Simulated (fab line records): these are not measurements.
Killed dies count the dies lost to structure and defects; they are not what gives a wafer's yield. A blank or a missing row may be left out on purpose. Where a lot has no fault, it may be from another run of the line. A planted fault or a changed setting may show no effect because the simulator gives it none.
Which tool is to blame? ; flow n5-finfet ; 6 lots with 18 wafers sampled at 7 steps, on a route of 1938 steps

WHAT THE GAUGES READ, wafer by wafer
N5_BEOL_M7_CD_MEAS_28: target cd 40 nm. Usual: cd-nm at 40.03 nm, with a standard deviation of 0.24.
lot;measured;on;cd-nm (nm);flag
L988;day 9 16:24;cd-sem-02;39.82 40.12 39.97;
L990;day 11 10:25;cd-sem-02;40.08 39.89 39.83;
L999;day 12 22:19;cd-sem-01;40.04 39.79 40.21;
L100;day 13 04:31;cd-sem-03;40.64 39.44 40.26;
L102;day 13 18:32;cd-sem-01;40.06 39.98 40.53;
L108;day 16 09:50;cd-sem-02;39.51 39.98 39.78;

N5_BEOL_M7_OCD_MEAS_38. Usual: trench-depth-nm at 93.4 nm, with a standard deviation of 1.9.
lot;measured;on;trench-depth-nm (nm);flag
L988;day 9 17:10;ocd-02;93.0 93.7 92.9;
L990;day 11 11:05;ocd-02;97.4 93.1 92.6;
L999;day 12 23:05;ocd-01;83.1 85.0 83.0;OFF
L100;day 13 05:33;ocd-02;93.3 94.7 92.5;
L102;day 13 19:06;ocd-02;87.2 86.1 87.6;OFF
L108;day 16 10:23;ocd-02;96.7 91.5 91.9;

N5_BEOL_M7_RS_MEAS_57: measures by four-point-probe. Usual: M7_RS 0.285 ohm/sq, standard deviation 0.0083.
lot;measured;on;M7_RS (ohm/sq);flag
L988;day 9 20:58;film-metro-02;0.288 0.280 0.282;
L990;day 11 14:59;film-metro-01;0.278 0.283 0.298;
L999;day 13 04:34;film-metro-02;0.342 0.327 0.333;OFF
L100;day 13 08:33;film-metro-01;0.281 0.288 0.285;
L102;day 13 21:40;film-metro-01;0.315 0.309 0.304;
L108;day 16 12:55;film-metro-02;0.273 0.294 0.296;

N5_BEOL_M15_RC_MEAS_101. Usual: COMB_M10 1.5e-11 S/m, standard deviation 3e-12; COMB_M11 1.43e-11 S/m, standard deviation 3e-12; COMB_M12 6.6e-12 S/m, standard deviation 1.2e-12; COMB_M13 4.9e-12 S/m, standard deviation 9.3e-13; COMB_M14 4e-12 S/m, standard deviation 7.8e-13; COMB_M15 2.8e-12 S/m, standard deviation 6e-13; COMB_M15_max_site 3.9e-12 S/m, standard deviation 9.6e-13; COMB_M5 3.6e-11 S/m, standard deviation 6.4e-12; COMB_M6 2.5e-11 S/m, standard deviation 5.3e-12; COMB_M7 2.7e-11 S/m, standard deviation 5.7e-12; COMB_M7_max_site 3.8e-11 S/m, standard deviation 8.9e-12; COMB_M8 2.6e-11 S/m, standard deviation 5.2e-12; COMB_M9 1.5e-11 S/m, standard deviation 3.4e-12; SERP_M10 3.11 ohm/um, standard deviation 0.096; SERP_M11 3.08 ohm/um, standard deviation 0.083; SERP_M12 0.635 ohm/um, standard deviation 0.017; SERP_M13 0.308 ohm/um, standard deviation 0.0074; SERP_M14 0.162 ohm/um, standard deviation 0.0035; SERP_M5 38.5 ohm/um, standard deviation 1.7; SERP_M6 13.7 ohm/um, standard deviation 0.65; SERP_M7 13.8 ohm/um, standard deviation 0.55; SERP_M7_max_site 14.4 ohm/um, standard deviation 0.57; SERP_M8 13.6 ohm/um, standard deviation 0.51; SERP_M9 3.06 ohm/um, standard deviation 0.089.
lot;measured;on;COMB_M10 (S/m);COMB_M11 (S/m);COMB_M12 (S/m);COMB_M13 (S/m);COMB_M14 (S/m);COMB_M15 (S/m);COMB_M15_max_site (S/m);COMB_M5 (S/m);COMB_M6 (S/m);COMB_M7 (S/m);COMB_M7_max_site (S/m);COMB_M8 (S/m);COMB_M9 (S/m);SERP_M10 (ohm/um);SERP_M11 (ohm/um);SERP_M12 (ohm/um);SERP_M13 (ohm/um);SERP_M14 (ohm/um);SERP_M5 (ohm/um);SERP_M6 (ohm/um);SERP_M7 (ohm/um);SERP_M7_max_site (ohm/um);SERP_M8 (ohm/um);SERP_M9 (ohm/um);flag
L988;day 12 12:53;prober-02;1.5e-11 1.6e-11 1.5e-11;1.52e-11 1.05e-11 1.76e-11;6.4e-12 6.6e-12 4.8e-12;4.4e-12 6.2e-12 5.3e-12;5e-12 4.2e-12 2.9e-12;3.2e-12 3.5e-12 3.5e-12;4.6e-12 4.3e-12 4.9e-12;3.9e-11 3.5e-11 2.7e-11;2.7e-11 2.1e-11 3e-11;2.4e-11 1.8e-11 2.8e-11;3.2e-11 2.4e-11 3.6e-11;2.7e-11 2.1e-11 2.5e-11;1.7e-11 2.2e-11 1.9e-11;3.11 3.03 3.06;2.91 3.07 2.97;0.622 0.629 0.599;0.297 0.303 0.304;0.159 0.161 0.160;39.4 39.7 36.6;14.6 13.4 13.8;14.5 14.3 13.9;15.2 15.1 14.3;14.0 13.3 13.1;2.87 2.99 2.99;
L990;day 14 05:22;prober-02;1.5e-11 1.5e-11 1.7e-11;1.59e-11 9.5e-12 1.25e-11;5.7e-12 6e-12 9.1e-12;4.8e-12 4.9e-12 5e-12;3.5e-12 3.9e-12 5.1e-12;2.9e-12 2.6e-12 2.7e-12;4.7e-12 3.9e-12 3.5e-12;4.1e-11 3e-11 4.7e-11;3.4e-11 2.3e-11 2.8e-11;2.2e-11 2.9e-11 3.3e-11;3.5e-11 4.7e-11 4.5e-11;2.4e-11 1.7e-11 2.1e-11;1.8e-11 1.8e-11 1.8e-11;3.14 3.19 3.14;3.13 3.05 3.05;0.647 0.648 0.608;0.299 0.302 0.297;0.162 0.170 0.163;36.9 38.4 37.7;13.8 15.1 13.3;13.8 13.9 14.9;14.3 14.5 15.6;14.2 14.3 13.1;3.10 3.12 3.05;
L999;day 15 23:22;prober-02;1.8e-11 1.2e-11 1.4e-11;2.28e-11 1.13e-11 1.7e-11;7.2e-12 7.2e-12 6.6e-12;5.3e-12 4.9e-12 6.4e-12;3e-12 4.2e-12 4e-12;2.6e-12 3.1e-12 3e-12;3.7e-12 3.9e-12 4.5e-12;2.9e-11 4.8e-11 3e-11;2.5e-11 2.6e-11 2.2e-11;3.9e-11 2e-11 2.4e-11;4.7e-11 2.7e-11 4.2e-11;2e-11 3.6e-11 3e-11;1.2e-11 1.8e-11 1.7e-11;3.16 3.21 3.07;3.05 3.12 3.21;0.627 0.643 0.641;0.312 0.304 0.307;0.165 0.163 0.159;41.0 41.5 39.6;13.1 13.6 14.1;17.9 16.5 16.8;19.2 16.8 17.2;13.9 13.6 13.5;2.98 3.08 3.18;OFF
L100;day 15 20:10;prober-01;1.2e-11 1.6e-11 1.1e-11;1.78e-11 9.5e-12 1.14e-11;5.4e-12 7.5e-12 6.1e-12;3.9e-12 3.4e-12 3.4e-12;3.1e-12 4.1e-12 3.8e-12;2.7e-12 2.1e-12 2.6e-12;4.5e-12 2.8e-12 3.5e-12;3e-11 3.6e-11 4e-11;3.3e-11 2.8e-11 3.1e-11;1.5e-11 1.9e-11 1.7e-11;2.7e-11 3.2e-11 2.5e-11;1.8e-11 2.3e-11 2.8e-11;1.2e-11 1e-11 1.4e-11;3.20 3.06 3.19;3.01 3.16 3.08;0.657 0.638 0.662;0.305 0.307 0.312;0.163 0.164 0.161;41.4 38.9 39.0;12.9 13.2 13.2;13.5 13.4 13.7;13.8 14.3 14.2;12.9 13.6 12.9;3.10 3.23 3.11;
L102;day 16 07:07;prober-02;1e-11 1.5e-11 1.5e-11;1.35e-11 1.26e-11 1.38e-11;7.2e-12 6e-12 6.4e-12;4.6e-12 3.8e-12 5.1e-12;3.4e-12 2.9e-12 3.4e-12;2.8e-12 2.9e-12 2.2e-12;4.9e-12 3.6e-12 3.1e-12;3.8e-11 3.4e-11 4e-11;2.7e-11 2.6e-11 2.7e-11;2.6e-11 3.4e-11 2.2e-11;4e-11 4.3e-11 3.2e-11;2.6e-11 2.5e-11 2.3e-11;1.7e-11 1.6e-11 1.9e-11;3.08 3.24 3.03;2.90 3.02 2.96;0.615 0.619 0.662;0.313 0.313 0.308;0.159 0.169 0.159;37.2 37.1 36.6;14.2 13.7 14.2;15.7 15.2 14.8;16.3 16.0 15.3;13.9 13.5 13.9;3.22 3.11 3.17;
L108;day 18 23:07;prober-01;2e-11 1.5e-11 1.6e-11;1.16e-11 1.35e-11 1.53e-11;8.2e-12 5.7e-12 6.5e-12;3.7e-12 4.3e-12 5.6e-12;3.9e-12 3.1e-12 3.1e-12;2.3e-12 3.1e-12 3.2e-12;2.9e-12 4.4e-12 3.6e-12;4.2e-11 3.4e-11 3.6e-11;1.6e-11 1.9e-11 2e-11;3.5e-11 3.4e-11 2.7e-11;4.7e-11 6.8e-11 4.1e-11;2.9e-11 2.2e-11 2.4e-11;1.4e-11 1.6e-11 2e-11;2.99 3.03 2.91;3.11 3.12 3.09;0.616 0.613 0.609;0.306 0.311 0.309;0.163 0.162 0.160;42.6 40.8 40.8;13.0 12.8 14.0;12.8 13.7 13.8;13.4 14.3 14.3;12.9 14.1 13.0;3.18 3.20 3.08;

WHICH TOOL RAN EACH LOT (tool, then ch and the chambers of the sampled wafers, then the start)
lot;N5_BEOL_M7_ETCH_61;N5_BEOL_M7_VIA_ETCH_34;N5_BEOL_M7_TRENCH_ETCH_37
L988;rie-diel-05 ch 1,2,3, day 9 14:56;rie-diel-03 ch 2,3, day 9 16:55;rie-diel-03 ch 2,3, day 9 17:00
L990;rie-diel-03 ch 0,1,2, day 11 08:56;rie-diel-03 ch 0,2,3, day 11 10:50;rie-diel-03 ch 0,2,3, day 11 10:55
L999;rie-diel-05 ch 1,2,3, day 12 20:28;rie-diel-03 ch 0,1,3, day 12 22:50;rie-diel-03 ch 0,1,3, day 12 22:55
L100;rie-diel-04 ch 2,3, day 12 23:57;rie-diel-05 ch 2,3, day 13 05:18;rie-diel-05 ch 2,3, day 13 05:23
L102;rie-diel-05 ch 0,1, day 13 17:48;rie-diel-03 ch 2,3, day 13 18:51;rie-diel-03 ch 2,3, day 13 18:56
L108;rie-diel-05 ch 0,2, day 16 08:25;rie-diel-03 ch 0,2, day 16 10:08;rie-diel-03 ch 0,2, day 16 10:14
- N5_BEOL_M7_ETCH_61: etches SiARC in CF4, target depth 45.5 nm, time 75.8 s.
- N5_BEOL_M7_VIA_ETCH_34: etches SiCOH lowk in C4F6/O2, target depth 125.5 nm, time 50.5 s.
- N5_BEOL_M7_TRENCH_ETCH_37: etches SiCOH lowk in C4F6/O2, target depth 93.478 nm, time 31.2 s.

WHAT THE TOOLS THEMSELVES READ (means of the sampled wafers that have a number; where no wafer has one, the mark that the record gives instead)
N5_BEOL_M7_ETCH_61. Usual: cf4-flow-sccm 99.98 sccm, standard deviation 0.29; chamber-pressure-mTorr 40.00 mTorr, standard deviation 0.035; drypump-motor-current-A 5.5 A, standard deviation 0.52; etch-rf-on-time-s 75.6 s, standard deviation 1.6; oes-product-au 0.67 a.u., standard deviation 0.072; rf-fwd-power-W 538.9 W, standard deviation 2.7; rf-vpp-V 184.3 V, standard deviation 1.2; showerhead-plenum-p-Torr 2.17 Torr, standard deviation 0.079; throttle-valve-pct 15.70 %, standard deviation 0.22.
lot;tool;cf4-flow-sccm (sccm);chamber-pressure-mTorr (mTorr);drypump-motor-current-A (A);etch-rf-on-time-s (s);oes-product-au (a.u.);rf-fwd-power-W (W);rf-vpp-V (V);showerhead-plenum-p-Torr (Torr);throttle-valve-pct (%);flag
L988;rie-diel-05;99.88;40.06;5.6;75.0;0.75;539.9;184.5;2.21;15.58;
L990;rie-diel-03;99.98;39.99;5.7;75.1;0.69;538.7;184.3;2.12;15.68;
L999;rie-diel-05;99.99;39.99;5.6;75.0;0.72;536.5;185.0;2.20;15.63;
L100;rie-diel-04;99.84;40.03;5.0;76.2;0.60;539.6;183.5;2.09;15.79;
L102;rie-diel-05;100.00;40.02;5.7;74.9;0.68;538.0;185.1;2.25;15.69;
L108;rie-diel-05;99.63;40.00;5.3;74.1;0.71;539.5;185.0;2.25;15.71;

N5_BEOL_M7_VIA_ETCH_34. Usual: for chamber-pressure-mTorr, 30.000 mTorr with a standard deviation of 0.027; for drypump-motor-current-A, 5.6 A with a standard deviation of 0.55; for oes-product-au, 0.79 a.u. with a standard deviation of 0.087; for rf-fwd-power-W, 340.9 W with a standard deviation of 1.8; for rf-vpp-V, 668 V with a standard deviation of 10; for showerhead-plenum-p-Torr, 2.85 Torr with a standard deviation of 0.099; for throttle-valve-pct, 20.98 % with a standard deviation of 0.28.
lot;tool;chamber-pressure-mTorr (mTorr);drypump-motor-current-A (A);oes-product-au (a.u.);rf-fwd-power-W (W);rf-vpp-V (V);showerhead-plenum-p-Torr (Torr);throttle-valve-pct (%);flag
L988;rie-diel-03;30.002;6.2;0.86;339.9;665;2.85;21.12;
L990;rie-diel-03;29.993;5.8;0.87;340.4;668;2.81;20.97;
L999;rie-diel-03;29.998;5.7;0.77;339.9;660;2.78;21.19;
L100;rie-diel-05;29.983;5.8;0.85;340.5;670;2.85;20.74;
L102;rie-diel-03;30.009;6.2;0.91;340.4;673;2.87;20.76;
L108;rie-diel-03;30.020;5.3;0.77;339.5;672;2.76;21.00;

N5_BEOL_M7_TRENCH_ETCH_37. Usual: for chamber-pressure-mTorr, 30.000 mTorr with a standard deviation of 0.025; for drypump-motor-current-A, 5.6 A with a standard deviation of 0.55; for oes-product-au, 0.79 a.u. with a standard deviation of 0.087; for rf-fwd-power-W, 339.4 W with a standard deviation of 2; for rf-vpp-V, 668 V with a standard deviation of 10; for showerhead-plenum-p-Torr, 2.85 Torr with a standard deviation of 0.099; for throttle-valve-pct, 21.02 % with a standard deviation of 0.28.
lot;tool;chamber-pressure-mTorr (mTorr);drypump-motor-current-A (A);oes-product-au (a.u.);rf-fwd-power-W (W);rf-vpp-V (V);showerhead-plenum-p-Torr (Torr);throttle-valve-pct (%);flag
L988;rie-diel-03;30.007;6.2;0.85;338.9;664;2.85;21.15;
L990;rie-diel-03;30.005;5.8;0.87;337.7;668;2.81;20.99;
L999;rie-diel-03;30.015;5.8;0.73;255.6;760;2.78;21.20;OFF
L100;rie-diel-05;29.963;5.7;0.85;340.7;670;2.85;20.75;
L102;rie-diel-03;30.009;6.2;0.85;256.3;775;2.87;20.78;OFF
L108;rie-diel-03;29.999;5.3;0.76;338.5;672;2.76;21.04;

THE ANSWER, worked out from the rows above alone
Rule: a lot is off if the mean of its wafers that have a number lies more than 3 standard deviations from the usual mean. Also off: a lot with no number at a reading for which 4 or more lots have one. The other lots that the step has rows for count as sound. After the gauges, taken in route order, come the tools' own readings; for these a lot's mean is taken, as printed above. At the first step where some lot is off, the reading lying furthest off is the one used; lots without a number count as furthest.
Off at N5_BEOL_M7_OCD_MEAS_38 (trench-depth-nm): L999, L102.
A tool fits if, at a process step before that reading, it ran every lot that is off, and no sound lot after the first of them. The gauges at N5_BEOL_M7_OCD_MEAS_38 aren't tried: what is off there is off at N5_BEOL_M7_TRENCH_ETCH_37 too, on other tools, and a gauge's error can't cause that. Not one of the candidates tried fits.

WHAT THE SIMULATOR HAD PUT IN
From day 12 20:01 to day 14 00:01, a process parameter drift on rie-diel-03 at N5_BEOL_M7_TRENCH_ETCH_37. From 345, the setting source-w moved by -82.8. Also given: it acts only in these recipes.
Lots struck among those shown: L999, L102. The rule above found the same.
